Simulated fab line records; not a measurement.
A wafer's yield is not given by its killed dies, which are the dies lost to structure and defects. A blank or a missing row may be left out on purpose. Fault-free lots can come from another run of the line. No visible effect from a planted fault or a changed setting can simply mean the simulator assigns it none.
fab line records	flow nandHarc
[record] lots = 12	wafers = 36	lastDay = 33
route steps=1302 shown A_SLIT@936 A_WL_FILL@957 END@1302
lots that met no fault: from a run of the same line without faults
startH: the number of hours between the record's first day and the start of the first shown wafer of the lot	waitH: hours since the lot's step before	" same as the row above	L1.1+2: a single row standing in for several wafers	- no value, or no start was given	* or withheld: withheld	< > ~ a bound
route shown NAME@n: names a module that has steps shown in the file, with the first one's number in the route	usual: mean/standard deviation of fault-free wafers	same: alike in all rows	chamber/n: place in a boat	sites: per-site readings	_std_site: their standard deviation	_edge_site: outer sites' mean less inner sites'	radiusMm: for every site, how far away it sits from the centre of the wafer	mask NAME#n: copy n	behind: the most recent tool/chamber to have shaped the wafer	hold: the reason the lot was held/the length of the hold in hours/how it ended	device: the transistor (n, p or np) that didn't switch	end of line: tests of these same wafers at the route's end	where a step has no rows: the recipe by itself	killed: dies that structure and defects cost at the first sort, which is not the same as the wafer's yield	map: per-die view of a wafer (x killed, . not killed, _ where there is no die)
set.NAME: the run value of the setting; set.NAME@STEP: its run value at that earlier step	model.NAME: the simulator's own value behind a step, which no gauge read
the route's steps for a sample of lots (tables are steps, rows are wafers)
services: the hour from which a tool's chamber was out of use, counted from the record's first day as startH (under 0 if before that day), plus the number of hours and why
[[steps]]
[step NHARC_A_SLIT_DESCUM_14]
[recipe] timeS = 3	o2FlowSccm = 200	arFlowSccm = 0	biasPowerW = 0	chemistry = O2
[usual] drypumpMotorCurrentA = 5.6/0.57	oesProductAu = 0.998/0.012	rfVppV = 57.7/0.94	showerheadPlenumPTorr = 1.89/0.092	throttleValvePct = 11.312/0.0094
lot.wafer	tool	chamber	startH	waitH	drypumpMotorCurrentA	oesProductAu	rfHoursCounterH	rfVppV	showerheadPlenumPTorr	throttleValvePct
L809.3	rieDiel-03	0	472.41	0.1	5.5	1.000	0	58.3	1.90	11.318
L809.4	"	2	"	"	6.4	1.007	0	58.0	1.82	11.319
L809.5	"	0	"	"	5.5	0.994	-	57.1	1.90	11.296
L810.3	rieDiel-03	1	479.31	0.1	5.3	0.991	1	57.8	1.82	11.316
L810.4	"	2	"	"	6.4	1.006	1	57.5	1.82	11.304
L810.5	"	0	"	"	5.5	1.001	-	56.8	1.90	11.317
L812.2	rieDiel-12	1	486.83	0.1	5.8	0.990	0	58.9	1.84	11.305
L812.4	"	2	"	"	6.2	1.020	2	58.8	2.03	11.304
L812.3	"	3	"	"	5.7	0.989	2	57.9	1.91	11.335
L813.4	rieDiel-03	3	487.21	0.1	5.0	1.039	1	57.6	1.80	11.307
L813.1	"	1	"	"	5.3	0.979	2	57.7	1.81	11.308
L813.5	"	3	"	"	5.0	1.034	-	57.7	1.81	11.315
L815.3	rieDiel-02	2	514.92	0.1	5.7	1.008	6	58.7	1.87	11.313
L815.2	"	0	"	"	5.8	0.988	5	58.5	2.06	11.317
L815.6	"	2	"	"	5.7	1.005	-	57.7	1.87	11.318
L814.3	rieDiel-12	0	515.87	0.1	6.6	0.996	4	60.4	2.01	11.308
L814.1	"	1	"	"	5.8	0.981	2	59.2	1.84	11.302
L814.6	"	2	"	"	6.2	1.007	-	57.5	2.02	11.328
L816.2	rieDiel-02	0	531.06	0.1	5.9	0.991	6	56.5	2.06	11.317
L816.1	"	1	"	"	4.8	0.978	7	57.2	1.82	11.312
L816.5	"	3	"	"	4.8	0.996	-	58.6	1.79	11.322
L818.4	rieDiel-02	1	549.98	0.1	4.8	0.984	9	57.6	1.82	11.314
L818.3	"	2	"	"	5.7	0.999	9	58.4	1.87	11.316
L818.5	"	3	"	"	4.8	1.001	-	58.1	1.79	11.308
L825.2	rieDiel-12	0	616.14	0.1	6.6	0.994	10	59.2	2.01	11.310
L825.4	"	2	"	"	6.2	1.014	10	59.0	2.02	11.320
L825.6	"	3	"	"	5.7	0.980	-	56.6	1.91	11.320
L824.4	rieDiel-12	3	619.90	0.1	5.7	0.979	10	57.8	1.91	11.305
L824.1	"	0	"	"	6.6	1.004	10	57.5	2.01	11.304
L824.5	"	2	"	"	6.2	1.010	-	58.9	2.02	11.307
L827.2	rieDiel-02	0	643.27	0.1	5.9	1.003	5	58.5	2.05	11.321
L827.1	"	1	"	"	4.8	0.975	4	57.9	1.82	11.320
L827.4	"	3	"	"	4.8	1.008	6	55.7	1.79	11.300
L831.1	rieDiel-03	0	684.49	0.1	5.6	0.984	3	58.4	1.89	11.317
L831.3	"	1	"	"	5.3	0.987	2	58.2	1.81	11.313
L831.2	"	2	"	"	6.4	0.994	2	56.3	1.82	11.308
[step NHARC_A_WL_FILL_ETCHBACK_04]
[recipe] targetDepthA = 600	timeS = 120	chemistry = NF3
[usual] drypumpMotorCurrentA = 5.6/0.31	oesProductAu = 0.995/0.012	runLengthS = 141.2/0.36
lot.wafer	tool	chamber	startH	waitH	drypumpMotorCurrentA	oesProductAu	rfHoursCounterH	runLengthS
L809.3	rieMetal-02	0	486.97	0.2	5.7	0.998	-	141.1
L809.4	"	1	"	"	6.0	1.006	-	141.1
L809.5	"	0	"	"	5.7	0.993	-	141.3
L810.3	rieMetal-01	0	496.27	0.4	5.5	1.002	-	141.2
L810.4	"	1	"	"	4.9	0.989	-	140.8
L810.5	"	0	"	"	5.5	1.006	-	141.5
L812.2	rieMetal-03	0	501.13	0.3	5.5	0.968	2.9	141.1
L812.4	"	0	"	"	5.6	0.974	-	141.1
L812.3	"	1	"	"	5.8	1.009	-	141.7
L813.1	rieMetal-01	1	501.51	0.6	4.9	0.981	1.7	140.9
L813.4	"	1	"	"	4.9	0.990	-	140.7
L813.5	"	0	"	"	5.5	1.006	-	141.6
L815.2	rieMetal-03	0	529.14	0.3	5.5	1.002	0.0	140.9
L815.3	"	0	"	"	5.5	0.995	-	141.0
L815.6	"	0	"	"	5.5	1.004	-	141.1
L814.1	rieMetal-01	0	533.18	0.3	5.5	1.016	2.4	141.2
L814.3	"	1	"	"	5.0	0.985	-	140.8
L814.6	"	1	"	"	5.0	0.993	-	140.8
L816.2	rieMetal-02	0	545.33	0.3	5.7	0.988	1.4	141.6
L816.1	"	1	"	"	6.0	1.008	1.4	140.6
L816.5	"	1	"	"	6.0	1.006	-	141.4
L818.3	rieMetal-02	0	564.31	0.3	5.7	0.996	-	141.5
L818.4	"	0	"	"	5.7	0.994	-	141.6
L818.5	"	0	"	"	5.7	1.001	-	141.8
L825.2	rieMetal-02	0	630.67	0.3	5.7	1.007	3.2	167.0
L825.4	"	1	"	"	6.0	0.999	-	166.3
L825.6	"	1	"	"	6.0	0.985	-	166.9
L824.1	rieMetal-03	1	634.41	0.3	5.8	1.000	1.8	141.6
L824.4	"	0	"	"	5.6	0.987	-	141.0
L824.5	"	0	"	"	5.6	1.001	-	140.9
L827.2	rieMetal-02	1	657.59	0.3	6.0	0.994	0.1	166.5
L827.1	"	0	"	"	5.7	0.992	0.1	166.7
L827.4	"	1	"	"	6.0	0.987	-	166.2
L831.2	rieMetal-01	0	700.01	0.3	5.5	0.997	1.9	141.9
L831.1	"	1	"	"	5.0	1.012	1.9	140.8
L831.3	"	0	"	"	5.5	0.997	-	141.7
[step NHARC_A_WL_FILL_STRIP_29]
[recipe] timeS = 20	o2FlowSccm = 500	arFlowSccm = 0	biasW = 0	chemistry = O2
[usual] drypumpMotorCurrentA = 5.9/0.58	oesProductAu = 0.994/0.014	rfVppV = 57.7/0.79	showerheadPlenumPTorr = 3.53/0.098	throttleValvePct = 17.036/0.0092
lot.wafer	tool	chamber	startH	waitH	drypumpMotorCurrentA	oesProductAu	rfHoursCounterH	rfVppV	showerheadPlenumPTorr	throttleValvePct
L809.4	rieDiel-05	1	496.29	0.1	6.4	0.988	1.5	57.9	3.59	17.039
L809.3	"	0	"	"	5.4	1.010	1.6	59.1	3.48	17.040
L809.5	"	2	"	"	6.4	1.022	-	57.6	3.42	17.036
L810.3	rieDiel-08	0	508.08	0.1	6.0	1.005	8.1	56.5	3.41	17.040
L810.4	"	3	"	"	6.5	1.026	6.6	57.9	3.42	17.038
L810.5	"	0	"	"	6.0	1.005	-	57.7	3.41	17.029
L813.4	rieDiel-05	0	511.43	0.1	5.3	1.004	1.8	59.2	3.48	17.034
L813.1	"	3	"	"	4.8	0.992	1.8	57.4	3.53	17.039
L813.5	"	1	"	"	6.4	0.979	-	59.2	3.59	17.030
L812.3	rieDiel-01	2	511.47	0.1	5.4	0.989	4.0	57.6	3.58	17.027
L812.2	"	3	"	"	5.9	0.988	4.0	59.2	3.76	17.033
L812.4	"	0	"	"	4.9	1.000	-	57.9	3.53	17.034
L814.3	rieDiel-08	3	541.82	0.1	6.5	1.011	9.1	58.8	3.42	17.037
L814.1	"	0	"	"	6.0	1.006	10.5	57.0	3.41	17.042
L814.6	"	2	"	"	6.2	0.972	-	57.4	3.57	17.024
L815.2	rieDiel-08	1	542.19	0.1	6.3	0.976	9.9	56.7	3.67	17.032
L815.3	"	2	"	"	6.1	0.962	10.6	58.0	3.57	17.036
L815.6	"	1	"	"	6.3	0.983	-	58.5	3.67	17.040
L816.2	rieDiel-08	2	555.51	0.1	6.1	0.990	0.0	59.2	3.57	17.053
L816.1	"	1	"	"	6.3	0.993	0.0	56.0	3.67	17.039
L816.5	"	2	"	"	6.1	0.990	-	57.3	3.57	17.031
L818.4	rieDiel-05	3	575.43	0.1	4.8	0.983	4.1	58.3	3.53	17.045
L818.3	"	1	"	"	6.4	0.964	4.1	57.3	3.58	17.045
L818.5	"	0	"	"	5.3	0.999	-	56.7	3.48	17.039
L825.4	rieDiel-01	1	643.86	0.1	5.7	0.995	2.9	57.4	3.70	17.038
L825.2	"	2	"	"	5.4	1.004	2.0	57.9	3.58	17.044
L825.6	"	1	"	"	5.7	0.997	-	57.5	3.70	17.030
L824.4	rieDiel-05	1	645.19	0.1	6.4	0.972	1.3	58.2	3.58	17.025
L824.1	"	2	"	"	6.4	1.015	1.3	58.2	3.42	17.047
L824.5	"	3	"	"	4.8	1.010	-	57.1	3.53	17.012
L827.1	rieDiel-08	2	667.60	0.1	6.2	0.982	5.7	57.8	3.56	17.059
L827.2	"	3	"	"	6.5	1.002	5.9	57.4	3.42	17.031
L827.4	"	1	"	"	6.3	0.986	5.2	57.7	3.67	17.035
L831.1	rieDiel-05	2	710.69	0.1	6.4	0.995	2.7	57.7	3.42	17.054
L831.2	"	3	"	"	4.8	1.004	2.2	57.1	3.53	17.029
L831.3	"	1	"	"	6.4	0.986	2.7	57.3	3.58	17.007
[step NHARC_A_WL_FILL_ETCHBACK_17]
[recipe] targetDepthA = 40	timeS = 26.7	chemistry = Cl2/BCl3
[usual] drypumpMotorCurrentA = 5.6/0.35	oesProductAu = 0.993/0.011	runLengthS = 47.9/0.34
lot.wafer	tool	chamber	startH	waitH	drypumpMotorCurrentA	oesProductAu	rfHoursCounterH	runLengthS
L809.4	rieMetal-01	0	496.44	-	5.5	1.018	-	48.1
L809.3	"	1	"	"	4.9	0.986	-	47.8
L809.5	"	1	"	"	4.9	0.984	-	48.2
L810.3	rieMetal-03	1	508.20	-	5.8	1.018	-	48.2
L810.4	"	0	"	"	5.6	0.970	-	47.4
L810.5	"	0	"	"	5.6	0.980	-	47.8
L813.1	rieMetal-01	1	511.52	-	4.9	0.980	1.9	47.4
L813.4	"	0	"	"	5.5	1.004	-	48.0
L813.5	"	0	"	"	5.5	1.008	-	48.0
L812.2	rieMetal-02	0	511.58	-	5.7	0.998	0.8	48.2
L812.3	"	1	"	"	6.0	0.991	-	47.5
L812.4	"	0	"	"	5.7	1.001	-	47.8
L814.1	rieMetal-02	1	541.92	-	6.0	0.989	1.3	47.3
L814.3	"	1	"	"	6.0	0.993	-	47.4
L814.6	"	1	"	"	6.0	0.999	-	48.3
L815.2	rieMetal-03	1	542.30	-	5.8	1.002	0.2	48.3
L815.3	"	0	"	"	5.6	0.999	-	47.6
L815.6	"	1	"	"	5.8	1.011	-	48.0
L816.1	rieMetal-01	0	555.62	-	5.5	1.008	2.9	48.0
L816.2	"	1	"	"	4.9	0.971	2.9	48.0
L816.5	"	1	"	"	5.0	0.984	-	47.8
L818.4	rieMetal-02	1	575.57	-	6.0	0.984	-	47.6
L818.3	"	0	"	"	5.7	1.000	-	48.0
L818.5	"	0	"	"	5.7	1.008	-	48.7
L825.2	rieMetal-02	0	643.94	-	5.7	0.992	0	47.8
L825.4	"	1	"	"	6.0	1.004	-	47.3
L825.6	"	1	"	"	6.0	1.004	-	47.3
L824.1	rieMetal-03	1	645.29	-	5.8	0.999	2.0	48.4
L824.4	"	0	"	"	5.5	0.984	-	47.5
L824.5	"	0	"	"	5.5	1.000	-	47.5
L827.2	rieMetal-02	0	667.69	-	5.7	0.980	0.3	47.7
L827.1	"	1	"	"	6.0	0.997	0.3	48.2
L827.4	"	0	"	"	5.7	0.979	-	47.9
L831.1	rieMetal-02	1	710.78	-	6.0	0.992	0.9	47.4
L831.2	"	0	"	"	5.7	0.967	0.9	48.1
L831.3	"	1	"	"	6.0	0.993	-	47.6
[step NHARC_END_SORT_01]
[recipe] tempC = 25
[usual] killedAtArray = 52/16	killedAtOther = 0.8/0.98	killedAtPeriphery = 4.2/2.9	killedDies = 57/16	killedOpen = 3.3/1.9	killedShort = 2.5/1.5
[same] grossDies = 677
lot.wafer	tool	chamber	startH	waitH	killedAtArray	killedAtOther	killedAtPeriphery	killedDies	killedOpen	killedShort
L810.3	prober-02	0	603.88	3.1	46	3	4	53	5	2
L810.4	prober-02	0	604.67	3.4	52	0	4	56	8	2
L810.5	prober-02	0	605.46	3.7	24	0	2	26	2	1
L815.2	prober-01	0	625.54	2.8	64	0	2	66	3	4
L815.3	prober-01	0	626.34	3.1	71	0	2	73	3	2
L815.6	prober-01	0	628.76	4.0	72	1	1	74	6	0
L816.1	prober-01	0	640.08	2.5	46	0	10	56	6	2
L816.2	prober-01	0	640.88	2.8	58	2	4	64	2	2
L816.5	prober-01	0	643.27	3.7	53	1	14	68	6	2
L825.2	prober-02	0	735.01	2.8	73	0	9	82	7	1
L825.4	prober-02	0	736.59	3.4	75	2	7	84	1	3
L825.6	prober-02	0	738.17	3.9	59	2	1	62	2	3
L827.1	prober-01	0	751.44	2.5	36	1	7	44	1	4
L827.2	prober-01	0	752.25	2.8	48	1	6	55	2	2
L827.4	prober-01	0	753.87	3.4	58	0	4	62	2	0
L831.1	prober-01	0	795.41	2.5	67	0	7	74	4	5
L831.2	prober-01	0	796.22	2.8	56	0	7	63	3	4
L831.3	prober-01	0	797.03	3.1	52	0	8	60	6	5
// killed by level:class
L810.3 A_CHANNEL_HOLE_D2:chamberFilmFlake=21 A_CHANNEL_HOLE_D1:chamberFilmFlake=18 THIN_TSV:chamberFilmFlake=3 P_M1:geometricParticle:open=2 A_CONTACT:chamberFilmFlake=2 P_M0:geometricParticle:open=1 P_M1:geometricParticle:short=1 A_ONON_D1:geometricParticle:open=1
L810.4 A_CHANNEL_HOLE_D1:chamberFilmFlake=29 A_CHANNEL_HOLE_D2:chamberFilmFlake=12 A_CONTACT:chamberFilmFlake=3 P_GATE:geometricParticle:open=2 P_CONTACT:geometricParticle:open=1 A_CHANNEL_FILL_D1:geometricParticle:short=1 A_DECK1_JOINT:geometricParticle:open=1 A_ONON_D2:geometricParticle:short=1
L810.5 A_CHANNEL_HOLE_D1:chamberFilmFlake=13 A_CHANNEL_HOLE_D2:chamberFilmFlake=8 P_M0:geometricParticle:open=1 A_DECK1_JOINT:geometricParticle:open=1 A_CHANNEL_FILL_D2:geometricParticle:short=1 P_STI:chamberFilmFlake=1 A_STAIRCASE:chamberFilmFlake=1
L815.2 A_CHANNEL_HOLE_D1:chamberFilmFlake=21 A_SLIT:chamberFilmFlake=20 A_CHANNEL_HOLE_D2:chamberFilmFlake=10 A_WL_FILL:geometricParticle:short=2 A_M0:geometricParticle:open=2 P_STI:chamberFilmFlake=2 A_CHANNEL_FILL_D1:chamberFilmFlake=2 A_CONTACT:chamberFilmFlake=2
L815.3 A_CHANNEL_HOLE_D1:chamberFilmFlake=30 A_SLIT:chamberFilmFlake=22 A_CHANNEL_HOLE_D2:chamberFilmFlake=10 P_M0:geometricParticle:open=2 A_WL_FILL:chamberFilmFlake=2 A_ONON_D1:geometricParticle:short=1 A_CHANNEL_FILL_D1:geometricParticle:open=1 A_WL_FILL:geometricParticle:short=1
L815.6 A_CHANNEL_HOLE_D1:chamberFilmFlake=31 A_SLIT:chamberFilmFlake=21 A_CHANNEL_HOLE_D2:chamberFilmFlake=8 A_M0:geometricParticle:open=3 A_WL_FILL:chamberFilmFlake=3 A_CHANNEL_FILL_D1:geometricParticle:open=2 P_STI:chamberFilmFlake=1 STARTING-WAFER:geometricParticle:open=1
L816.1 A_SLIT:chamberFilmFlake=17 P_CONTACT:chamberFilmFlake=9 A_CHANNEL_HOLE_D2:chamberFilmFlake=8 A_WL_FILL:chamberFilmFlake=5 A_CHANNEL_FILL_D2:geometricParticle:open=3 A_STAIRCASE:chamberFilmFlake=3 A_CONTACT:chamberFilmFlake=3 P_CONTACT:geometricParticle:open=1
L816.2 A_SLIT:chamberFilmFlake=28 A_CHANNEL_HOLE_D2:chamberFilmFlake=12 A_STAIRCASE:chamberFilmFlake=5 P_CONTACT:chamberFilmFlake=3 A_CHANNEL_HOLE_D1:chamberFilmFlake=2 A_DECK1_JOINT:chamberFilmFlake=2 A_WL_FILL:chamberFilmFlake=2 A_M1:chamberFilmFlake=2
L816.5 A_SLIT:chamberFilmFlake=24 A_CHANNEL_HOLE_D2:chamberFilmFlake=17 P_CONTACT:chamberFilmFlake=10 A_STAIRCASE:chamberFilmFlake=4 P_M1:geometricParticle:open=2 A_CHANNEL_FILL_D2:geometricParticle:open=2 A_CHANNEL_FILL_D1:chamberFilmFlake=2 P_CONTACT:geometricParticle:short=1
L825.2 A_SLIT:chamberFilmFlake=32 A_CHANNEL_HOLE_D2:chamberFilmFlake=25 A_CHANNEL_HOLE_D1:chamberFilmFlake=5 P_M2:chamberFilmFlake=3 A_STAIRCASE:chamberFilmFlake=3 P_M0:geometricParticle:open=2 P_GATE:chamberFilmFlake=2 A_CONTACT:chamberFilmFlake=2
L825.4 A_SLIT:chamberFilmFlake=31 A_CHANNEL_HOLE_D2:chamberFilmFlake=23 A_CHANNEL_HOLE_D1:chamberFilmFlake=7 A_STAIRCASE:chamberFilmFlake=7 A_CONTACT:chamberFilmFlake=4 P_ZERO_WELL:chamberFilmFlake=2 THIN_TSV:chamberFilmFlake=2 P_M0:geometricParticle:short=1
L825.6 A_SLIT:chamberFilmFlake=28 A_CHANNEL_HOLE_D2:chamberFilmFlake=19 A_STAIRCASE:chamberFilmFlake=4 A_SGD_CUT:geometricParticle:short=2 A_CONTACT:chamberFilmFlake=2 A_DECK1_JOINT:geometricParticle:open=1 A_WL_FILL:geometricParticle:short=1 STARTING-WAFER:geometricParticle:open=1
L827.1 A_CHANNEL_HOLE_D2:chamberFilmFlake=17 A_CHANNEL_HOLE_D1:chamberFilmFlake=6 P_GATE:chamberFilmFlake=4 A_SLIT:chamberFilmFlake=4 A_WL_FILL:chamberFilmFlake=3 P_STI:chamberFilmFlake=2 P_M1:geometricParticle:short=1 A_CHANNEL_HOLE_D1:geometricParticle:open=1
L827.2 A_CHANNEL_HOLE_D2:chamberFilmFlake=29 A_SLIT:chamberFilmFlake=7 A_CHANNEL_HOLE_D1:chamberFilmFlake=6 P_STI:chamberFilmFlake=2 P_GATE:chamberFilmFlake=2 A_WL_FILL:chamberFilmFlake=2 A_CONTACT:chamberFilmFlake=2 P_M0:geometricParticle:open=1
L827.4 A_CHANNEL_HOLE_D2:chamberFilmFlake=30 A_CHANNEL_HOLE_D1:chamberFilmFlake=11 P_GATE:chamberFilmFlake=4 A_SLIT:chamberFilmFlake=4 A_WL_FILL:chamberFilmFlake=4 A_CONTACT:chamberFilmFlake=4 A_STAIRCASE:chamberFilmFlake=2 A_ONON_D1:geometricParticle:open=1
L831.1 A_SLIT:chamberFilmFlake=35 A_CHANNEL_HOLE_D1:chamberFilmFlake=16 P_ZERO_WELL:chamberFilmFlake=4 A_STAIRCASE:chamberFilmFlake=4 A_CONTACT:chamberFilmFlake=3 A_CHANNEL_FILL_D2:geometricParticle:short=2 P_CONTACT:geometricParticle:open=1 P_M0:geometricParticle:open=1
L831.2 A_SLIT:chamberFilmFlake=25 A_CHANNEL_HOLE_D1:chamberFilmFlake=15 A_CONTACT:chamberFilmFlake=6 P_ZERO_WELL:chamberFilmFlake=4 A_STAIRCASE:chamberFilmFlake=3 P_M0:geometricParticle:short=2 A_WL_FILL:chamberFilmFlake=2 P_CONTACT:geometricParticle:open=1
L831.3 A_SLIT:chamberFilmFlake=22 A_CHANNEL_HOLE_D1:chamberFilmFlake=13 P_ZERO_WELL:chamberFilmFlake=5 A_CONTACT:chamberFilmFlake=4 A_CHANNEL_FILL_D1:geometricParticle:open=2 A_CHANNEL_FILL_D2:geometricParticle:short=2 A_WL_FILL:chamberFilmFlake=2 P_M0:geometricParticle:open=1
[[services]]
tool	chamber	startH	hours	kind
rieDiel-03	0	448.87	6.7	repair
rieMetal-02	-	454.00	9.0	pm
rieDiel-03	-	458.30	9.0	pm
rieDiel-05	-	515.92	0.3	repair
rieMetal-03	-	519.00	9.0	pm
rieDiel-12	3	530.82	7.2	repair
rieDiel-08	-	544.81	9.0	pm
rieDiel-08	0	560.33	6.0	repair
rieMetal-02	1	564.12	2.2	repair
rieDiel-02	-	570.70	9.0	pm
rieMetal-01	-	575.00	9.0	pm
rieDiel-03	3	575.24	11.4	repair
rieDiel-05	-	583.60	9.0	pm
rieDiel-08	0	584.50	4.0	repair
rieMetal-02	0	594.30	2.6	repair
rieDiel-03	0	602.78	9.4	repair
rieMetal-02	-	607.18	14.9	repair
rieDiel-12	-	622.40	9.0	pm
rieDiel-08	-	623.87	1.1	repair
rieDiel-02	1	630.49	7.7	repair
rieMetal-02	-	631.00	9.0	pm
rieMetal-03	1	666.54	7.5	repair
rieMetal-03	-	670.65	0.5	repair
rieMetal-03	-	696.00	9.0	pm
[[key]]
[firstSign] step = NHARC_A_WL_FILL_ETCHBACK_04	reading = runLengthS	direction = up	sigmas = 70	usual = *	struck = *
effect none on later readings
metAt NHARC_A_WL_FILL_ETCHBACK_04
struckLots L825,L827
testerLeftOut L825,L827
notActingAt NHARC_A_SLIT_DESCUM_14,NHARC_A_WL_FILL_STRIP_29,NHARC_A_WL_FILL_ETCHBACK_17
onsetBetween 564.31 630.67
[fault] kind = processParameterDrift	tool = rieMetal-02	chamber = -	onsetH = 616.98	steps = NHARC_A_WL_FILL_ETCHBACK_04	channel = timeS	offset = *	shape = step	endH = 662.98	actsIn = *	stated = *
// testerLeftOut: of these lots the tester's yield and bins aren't shown, on N5 and GAA mostly nor the transistor test; their killed dies are dies lost to structure and defects alone, not to doping, threshold or leakage, so they don't give the yield
